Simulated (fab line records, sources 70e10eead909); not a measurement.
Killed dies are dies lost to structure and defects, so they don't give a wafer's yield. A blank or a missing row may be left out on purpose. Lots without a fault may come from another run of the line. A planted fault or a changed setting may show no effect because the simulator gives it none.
A struck lot beside a sound one | flow nand_harc | 22 steps out of a route of 1302
Sound: wafers L566.2, L566.4, L566.6. Struck: wafers L571.4, L571.5, L571.6. The cause comes at the end.
At each step with rows: each side's tool, then ch and its chambers, then its first start. Under that, the readings that differ: sound wafers | struck wafers | difference of the means | sigmas: that difference in standard deviations of wafers without a fault.
alike: readings whose means differ by less than 2 such deviations, and words and numbers that are the same on both sides. not compared: withheld readings, readings that some wafer has no value for, bounds like >300 that may hide the same value, and numbers for which the record gives no deviation and whose values overlap.
The two part at a step that has a row with sigmas, a row that says differs or no value, or rows on one side only. Numbers that don't overlap but have no deviation are shown without sigmas and don't part them. A reading that every wafer of one side lacks parts them only if that side has two wafers or more.

first, 1 step without rows for these wafers: NHARC_A_CONTACT_STRIP_27 (strips in post etch residue remover, time 600 s).
NHARC_A_CONTACT_ALD_18: deposits TiN, target thk 3 nm, pulse time 1 s, ald cycles 150.
  sound on ald_metal-02 ch 1,2,3, day 30 15:28; struck on ald_metal-01 ch 1,2,3, day 31 16:11
  alike: heater_power_w, precursor_pulse_height_rel
NHARC_A_CONTACT_CVD_19: deposits W, target thk 300 nm, time 802 s.
  sound on cvd_w-01 ch 0,1; struck on cvd_w-02 ch 0,1
  reading                | sound          | struck         | difference | sigmas
  throttle_valve_pct (%) | 7.36 7.71 7.60 | 8.03 8.11 8.11 | +0.53      | +2
  alike: heater_power_w, mfc_ar_sccm
NHARC_A_CONTACT_CMP_20: polishes, t overpolish 30 s, target thk 300 nm.
  sound on cmp-02 ch 0,1,2, day 30 16:31; struck on cmp-04 ch 0,1,3, day 31 17:18
  alike: motor_current_A, overpolish_run_s, retaining_ring_pressure_frac, time_to_endpoint_s
then, 1 step without rows for these wafers: NHARC_A_CONTACT_SRD_22.
NHARC_A_CONTACT_INSPECT_23:
  sound on defect_inspect-02, day 30 16:55; struck on defect_inspect-02, day 31 17:38
  alike: raw_defect_count
then, 5 steps without rows for these wafers: NHARC_A_BLC_DEHYDRATE_00 (time 120 s); NHARC_A_BLC_HMDS_01 (time 30 s); NHARC_A_BLC_COAT_02 (time 75 s); NHARC_A_BLC_COAT_03 (time 65 s); NHARC_A_BLC_COAT_04 (resist thk 90 nm).
NHARC_A_BLC_SOFTBAKE_05: time 55 s.
  sound on litho_track-06 ch 0, day 30 16:00; struck on litho_track-06 ch 0, day 31 17:00
  reading                  | sound                | struck               | difference | sigmas
  heater_power_total_W (W) | 188.29 188.35 188.35 | 152.81 152.58 152.42 | -35.73     | -99 or more
  alike: resist_line_temp_C
then, 4 steps without rows for these wafers: NHARC_A_BLC_EBR_06; NHARC_A_BLC_EXPOSE_07 (exposes mask A BLC, target cd 100 nm); NHARC_A_BLC_PEB_08 (peb time 65 s); NHARC_A_BLC_DEVELOP_09 (develop time 35 s).
NHARC_A_BLC_CD_MEAS_10: target cd 100 nm.
  sound on cd_sem-03 ch 0, day 30 17:19; struck on cd_sem-02 ch 0, day 31 18:08
  alike: cd_nm
NHARC_A_BLC_OVL_MEAS_11:
  sound on overlay-02, day 30 17:23; struck on overlay-01, day 31 18:13
  alike: overlay_x_nm, overlay_y_nm
NHARC_A_BLC_INSPECT_12:
  sound on defect_inspect-01, day 30 17:26; struck on defect_inspect-02, day 31 18:16
  alike: raw_defect_count
NHARC_A_BLC_DESCUM_15: chemistry O2, time 3 s.
  sound on rie_diel-07 ch 0,1,2, day 30 17:31; struck on rie_diel-07 ch 1,2,3, day 31 18:20
  alike: chamber_pressure_mTorr, drypump_motor_current_A, mfc_ar_sccm, oes_product_au, rf_vpp_V, showerhead_plenum_p_Torr, throttle_valve_pct
  not compared: rf_hours_counter_h, model.A_BLC.cd_nm
NHARC_A_BLC_ETCH_16: etches the open film in CF4, target depth 39 nm, time 65 s.
  sound on rie_diel-07 ch 1,2,3, day 30 17:35; struck on rie_diel-07 ch 0,1,2, day 31 18:25
  alike: chamber_pressure_mTorr, drypump_motor_current_A, mfc_ar_sccm, oes_product_au, rf_vpp_V, showerhead_plenum_p_Torr, throttle_valve_pct
  not compared: rf_hours_counter_h, model.A_BLC.cd_nm
NHARC_A_BLC_ETCH_17: etches the open film in N2/H2, target depth 390 nm, time 609.38 s.
  sound on rie_diel-07 ch 2,3; struck on rie_diel-07 ch 0,1
  alike: chamber_pressure_mTorr, drypump_motor_current_A, mfc_ar_sccm, oes_product_au, rf_vpp_V, showerhead_plenum_p_Torr, throttle_valve_pct
  not compared: rf_hours_counter_h

WHERE THEY PART
First at NHARC_A_CONTACT_CVD_19; last, within this record, at NHARC_A_BLC_SOFTBAKE_05. Later steps at which nothing parts them and some readings are alike: NHARC_A_BLC_CD_MEAS_10, NHARC_A_BLC_OVL_MEAS_11, NHARC_A_BLC_INSPECT_12, NHARC_A_BLC_DESCUM_15, NHARC_A_BLC_ETCH_16, NHARC_A_BLC_ETCH_17.

WHY: what the simulator had put in
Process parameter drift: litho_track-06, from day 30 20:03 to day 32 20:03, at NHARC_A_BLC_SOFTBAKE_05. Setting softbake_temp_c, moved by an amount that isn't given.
